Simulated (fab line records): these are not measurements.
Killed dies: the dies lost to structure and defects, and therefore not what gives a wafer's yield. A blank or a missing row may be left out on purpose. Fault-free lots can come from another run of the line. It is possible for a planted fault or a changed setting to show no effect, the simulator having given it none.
Matching of chambers || flow n5Finfet || rieDiel-02 running N5_HKMG_FIN_ETCH_35: 4 sister chambers
The step etches SOC in N2/H2, target depth 215.8 nm, time 243.4 s. 18 wafers are shown with their chamber, then 9 later ones without.

## WAFERS, EACH WITH ITS CHAMBER
{"wafer": "L076.1", "chamber": 1, "showerheadPlenumPTorr (Torr)": 2.48, "throttleValvePct (%)": 17.45, "oesProductAu (a.u.)": 0.86}
{"wafer": "L076.2", "chamber": 3, "showerheadPlenumPTorr (Torr)": 2.51, "throttleValvePct (%)": 17.85, "oesProductAu (a.u.)": 0.72}
{"wafer": "L076.3", "chamber": 2, "showerheadPlenumPTorr (Torr)": 2.51, "throttleValvePct (%)": 17.76, "oesProductAu (a.u.)": 0.66}
{"wafer": "L077.3", "chamber": 0, "showerheadPlenumPTorr (Torr)": 2.48, "throttleValvePct (%)": 18.31, "oesProductAu (a.u.)": 0.71}
{"wafer": "L077.4", "chamber": 1, "showerheadPlenumPTorr (Torr)": 2.48, "throttleValvePct (%)": 17.43, "oesProductAu (a.u.)": 0.86}
{"wafer": "L077.5", "chamber": 0, "showerheadPlenumPTorr (Torr)": 2.48, "throttleValvePct (%)": 18.30, "oesProductAu (a.u.)": 0.71}
{"wafer": "L081.1", "chamber": 1, "showerheadPlenumPTorr (Torr)": 2.48, "throttleValvePct (%)": 17.47, "oesProductAu (a.u.)": 0.84}
{"wafer": "L081.3", "chamber": 2, "showerheadPlenumPTorr (Torr)": 2.50, "throttleValvePct (%)": 17.33, "oesProductAu (a.u.)": 0.93}
{"wafer": "L081.6", "chamber": 3, "showerheadPlenumPTorr (Torr)": 2.51, "throttleValvePct (%)": 17.86, "oesProductAu (a.u.)": 0.71}
{"wafer": "L086.3", "chamber": 3, "showerheadPlenumPTorr (Torr)": 2.50, "throttleValvePct (%)": 17.88, "oesProductAu (a.u.)": 0.70}
{"wafer": "L086.4", "chamber": 0, "showerheadPlenumPTorr (Torr)": 2.48, "throttleValvePct (%)": 17.83, "oesProductAu (a.u.)": 0.96}
{"wafer": "L086.5", "chamber": 1, "showerheadPlenumPTorr (Torr)": 2.47, "throttleValvePct (%)": 17.48, "oesProductAu (a.u.)": 0.81}
{"wafer": "L088.1", "chamber": 2, "showerheadPlenumPTorr (Torr)": 2.50, "throttleValvePct (%)": 17.34, "oesProductAu (a.u.)": 0.88}
{"wafer": "L088.2", "chamber": 3, "showerheadPlenumPTorr (Torr)": 2.50, "throttleValvePct (%)": 17.87, "oesProductAu (a.u.)": 0.69}
{"wafer": "L088.5", "chamber": 2, "showerheadPlenumPTorr (Torr)": 2.50, "throttleValvePct (%)": 17.34, "oesProductAu (a.u.)": 0.88}
{"wafer": "L090.4", "chamber": 1, "showerheadPlenumPTorr (Torr)": 2.47, "throttleValvePct (%)": 17.49, "oesProductAu (a.u.)": 0.81}
{"wafer": "L090.5", "chamber": 3, "showerheadPlenumPTorr (Torr)": 2.50, "throttleValvePct (%)": 17.88, "oesProductAu (a.u.)": 0.69}
{"wafer": "L090.6", "chamber": 2, "showerheadPlenumPTorr (Torr)": 2.50, "throttleValvePct (%)": 17.38, "oesProductAu (a.u.)": 0.87}

SIGNATURES (averages over the wafers above)
{"reading": "showerheadPlenumPTorr", "chamber 0": 2.4800, "chamber 1": 2.4760, "chamber 2": 2.5020, "chamber 3": 2.5040, "scatter within a chamber": 0.00478}
{"reading": "throttleValvePct", "chamber 0": 18.1467, "chamber 1": 17.4640, "chamber 2": 17.4300, "chamber 3": 17.8680, "scatter within a chamber": 0.144}
{"reading": "oesProductAu", "chamber 0": 0.7933, "chamber 1": 0.8360, "chamber 2": 0.8440, "chamber 3": 0.7020, "scatter within a chamber": 0.0799}
Rule: a wafer's distance from a chamber is the root of the sum, over the readings, of the square of ((its reading less the chamber's mean) divided by the reading's scatter). If the next closest chamber is less than 2 further off than the closest, the wafer can't be placed; otherwise it belongs to the closest. The scatter: take each reading less its chamber's mean, square it, sum over the shown wafers, divide by the number of wafers less the number of chambers, and take the root.

## WAFERS WHOSE CHAMBER IS MISSING
{"wafer": "L091.1", "showerheadPlenumPTorr (Torr)": 2.47, "throttleValvePct (%)": 17.49, "oesProductAu (a.u.)": 0.81}
{"wafer": "L091.3", "showerheadPlenumPTorr (Torr)": 2.50, "throttleValvePct (%)": 17.88, "oesProductAu (a.u.)": 0.70}
{"wafer": "L091.6", "showerheadPlenumPTorr (Torr)": 2.47, "throttleValvePct (%)": 17.48, "oesProductAu (a.u.)": 0.81}
{"wafer": "L094.2", "showerheadPlenumPTorr (Torr)": 2.49, "throttleValvePct (%)": 17.90, "oesProductAu (a.u.)": 0.70}
{"wafer": "L094.3", "showerheadPlenumPTorr (Torr)": 2.47, "throttleValvePct (%)": 17.86, "oesProductAu (a.u.)": 0.92}
{"wafer": "L094.4", "showerheadPlenumPTorr (Torr)": 2.46, "throttleValvePct (%)": 17.50, "oesProductAu (a.u.)": 0.81}
{"wafer": "L096.1", "showerheadPlenumPTorr (Torr)": 2.46, "throttleValvePct (%)": 17.50, "oesProductAu (a.u.)": 0.80}
{"wafer": "L096.3", "showerheadPlenumPTorr (Torr)": 2.49, "throttleValvePct (%)": 17.37, "oesProductAu (a.u.)": 0.85}
{"wafer": "L096.5", "showerheadPlenumPTorr (Torr)": 2.47, "throttleValvePct (%)": 17.86, "oesProductAu (a.u.)": 0.92}

## EACH ONE'S CHAMBER
{"wafer": "L091.1", "from the rows above": 1, "in truth": 1}
{"wafer": "L091.3", "from the rows above": 3, "in truth": 3}
{"wafer": "L091.6", "from the rows above": 1, "in truth": 1}
{"wafer": "L094.2", "from the rows above": "can't be placed: 3 or 0 or 2 or 1", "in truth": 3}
{"wafer": "L094.3", "from the rows above": "can't be placed: 1 or 0", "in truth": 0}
{"wafer": "L094.4", "from the rows above": 1, "in truth": 1}
{"wafer": "L096.1", "from the rows above": 1, "in truth": 1}
{"wafer": "L096.3", "from the rows above": "can't be placed: 2 or 1", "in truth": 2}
{"wafer": "L096.5", "from the rows above": "can't be placed: 1 or 0", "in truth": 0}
5 of 9 placed correctly. Can't be placed from these rows: 4 (the true chamber is among the candidates in 4). Placed wrongly: 0.
